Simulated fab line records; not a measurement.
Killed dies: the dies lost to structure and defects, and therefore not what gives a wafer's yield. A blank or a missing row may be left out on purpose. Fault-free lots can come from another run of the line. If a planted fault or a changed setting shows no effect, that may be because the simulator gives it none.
Matching of chambers :: flow n5_finfet :: pecvd-01 running N5_BEOL_M5_DEP_56: 3 sister chambers
The step deposits SiCN from 3MS/NH3, target thk 8 nm, time 14 s. 3 wafers are shown with their chamber, then 12 later ones without.

## WAFERS, EACH WITH ITS CHAMBER
wafer: L082.3
chamber: 0
throttle_valve_pct (%): 10.1

wafer: L088.3
chamber: 2
throttle_valve_pct (%): 9.1

wafer: L088.5
chamber: 1
throttle_valve_pct (%): 10.1

## WAFERS MISSING THEIR CHAMBER
wafer: L090.1
throttle_valve_pct (%): 9.9

wafer: L090.2
throttle_valve_pct (%): 8.9

wafer: L090.4
throttle_valve_pct (%): 10.2

wafer: L092.1
throttle_valve_pct (%): 10.1

wafer: L092.2
throttle_valve_pct (%): 9.8

wafer: L092.6
throttle_valve_pct (%): 9.9

wafer: L094.1
throttle_valve_pct (%): 9.8

wafer: L094.3
throttle_valve_pct (%): 8.9

wafer: L094.4
throttle_valve_pct (%): 8.5

wafer: L097.2
throttle_valve_pct (%): 9.8

wafer: L097.5
throttle_valve_pct (%): 9.9

wafer: L097.6
throttle_valve_pct (%): 10.3

## EACH ONE'S CHAMBER
wafer: L090.1
from the rows above: can't be placed: 0 or 1
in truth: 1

wafer: L090.2
from the rows above: 2
in truth: 2

wafer: L090.4
from the rows above: can't be placed: 0 or 1
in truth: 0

wafer: L092.1
from the rows above: can't be placed: 0 or 1
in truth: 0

wafer: L092.2
from the rows above: can't be placed: 0 or 1 or 2
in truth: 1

wafer: L092.6
from the rows above: can't be placed: 0 or 1
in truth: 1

wafer: L094.1
from the rows above: can't be placed: 0 or 1 or 2
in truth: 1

wafer: L094.3
from the rows above: 2
in truth: 2

wafer: L094.4
from the rows above: 2
in truth: 2

wafer: L097.2
from the rows above: can't be placed: 0 or 1 or 2
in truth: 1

wafer: L097.5
from the rows above: can't be placed: 0 or 1
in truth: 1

wafer: L097.6
from the rows above: can't be placed: 0 or 1
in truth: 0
Correctly placed: 3 of 12. Not placeable from these rows: 9 (in 9, the candidates include the true chamber). 0 placed wrongly.
How it was worked out, from the rows above alone: a wafer's distance from a chamber is the root of the sum, over the readings, of the square of ((its reading less the chamber's mean) divided by the reading's scatter). If the next closest chamber is less than 2 further off than the closest, the wafer can't be placed; otherwise it belongs to the closest. A chamber's mean is the mean of its shown wafers. The scatter (one wafer shown for each chamber): square how far every hidden wafer sits from the nearest shown wafer, average those squares and take the square root.
